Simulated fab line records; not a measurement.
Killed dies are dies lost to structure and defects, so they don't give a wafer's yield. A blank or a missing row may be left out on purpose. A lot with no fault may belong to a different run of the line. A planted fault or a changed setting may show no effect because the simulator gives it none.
Code-filled problem report in 8D (eight disciplines) form / flow n5-finfet / the parts of the form that need people (team, actions taken, sign-off) are left out

1. PROBLEM STATEMENT
At N5_BEOL_M8_ETCH_65, etch-rf-on-time-s averages 16.4 s over 2 wafers from 2 lots, while fault-free wafers read 25.9 s, standard deviation 0.69. Measured from the usual mean, that is -14 standard deviations.
The step: etches SiARC in CF4, target depth 15.6 nm, time 26 s.
First seen on wafer L108.2, day 15 20:15, on rie-diel-01. The record holds 30 wafers of 10 lots with a number at this step. Rule for "out" (also "out of limits"): further than 4 standard deviations from the usual mean. The rest of the wafers with a number are treated as sound.

2. WHAT IT IS; WHAT IT IS NOT
question=which readings at this step | is=etch-rf-on-time-s | is not=drypump-motor-current-A, showerhead-plenum-p-Torr, throttle-valve-pct
question=which lots | is=L108, L109 | is not=L100, L110, L987, L990, L991, L992, L994, L998
question=which wafers of those lots | is=L108.2, L109.2 | is not=L108.3, L108.4, L109.3, L109.4
question=read on which tools | is=rie-diel-01 | is not=rie-diel-03, rie-diel-05
question=when | is=from day 15 20:15 | is not=up to then (23 sound wafers); but 5 sound wafers of L109, L110 came after

3. THE SUSPECTS, EACH WITH WHAT RULES IT OUT
Counting: if a tool at a process step up to the reading ran every lot that is out, it stays a suspect. Sound lots after the first of them don't rule it out here, since some wafers of a struck lot are sound.
- pvd-sputter-01 at N5_BEOL_M8_HM_DEP_02 (deposits TiN, target thk 20 nm): kept. Ran every lot that is out, first one L108 (day 15 17:10); last sound lot up to then L998 (day 12 06:41).
- rie-diel-01 at N5_BEOL_M8_ETCH_65 (etches SiARC in CF4, target depth 15.6 nm, time 26 s): kept. Ran every lot that is out, first one L108 (day 15 20:15); last sound lot up to then L998 (day 12 10:04). Its own readings are out on those wafers: etch-rf-on-time-s.
After counting, pvd-sputter-01 at N5_BEOL_M8_HM_DEP_02 and rie-diel-01 at N5_BEOL_M8_ETCH_65 remain.

4. THE CAUSE (what the simulator had put in)
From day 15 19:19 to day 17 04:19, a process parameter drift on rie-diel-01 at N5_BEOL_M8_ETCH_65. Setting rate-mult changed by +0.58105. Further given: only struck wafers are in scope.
This tool is one of the 2 suspects left after counting.

5. THE CHAIN OF EFFECTS, in route order
Rows list readings where the struck wafers' mean (over those with a number) sits beyond 3 standard deviations from the usual. Readings are gone through only where the record gives a usual standard deviation; hours: the median, over the lots, of the time from a lot's start at the first step in this table giving one to that lot's start at this step; sigmas: the change measured in usual standard deviations.
hours=0; step=N5_BEOL_M8_ETCH_65; reading=etch-rf-on-time-s; usual=25.9 s; on struck wafers=16.4; change=-9.5; sigmas=-14
hours=0; step=N5_BEOL_M8_ETCH_65; reading=oes-product-au; usual=0.66 a.u.; on struck wafers=0.88; change=+0.21; sigmas=+3.8
Process steps it contains:
- N5_BEOL_M8_ETCH_65: etches SiARC in CF4, target depth 15.6 nm, time 26 s.

6. HOW IT WOULD HAVE BEEN CAUGHT EARLIER
In this record the first reading out of limits was taken at day 15 20:15, 1 hour after the fault began at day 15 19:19.
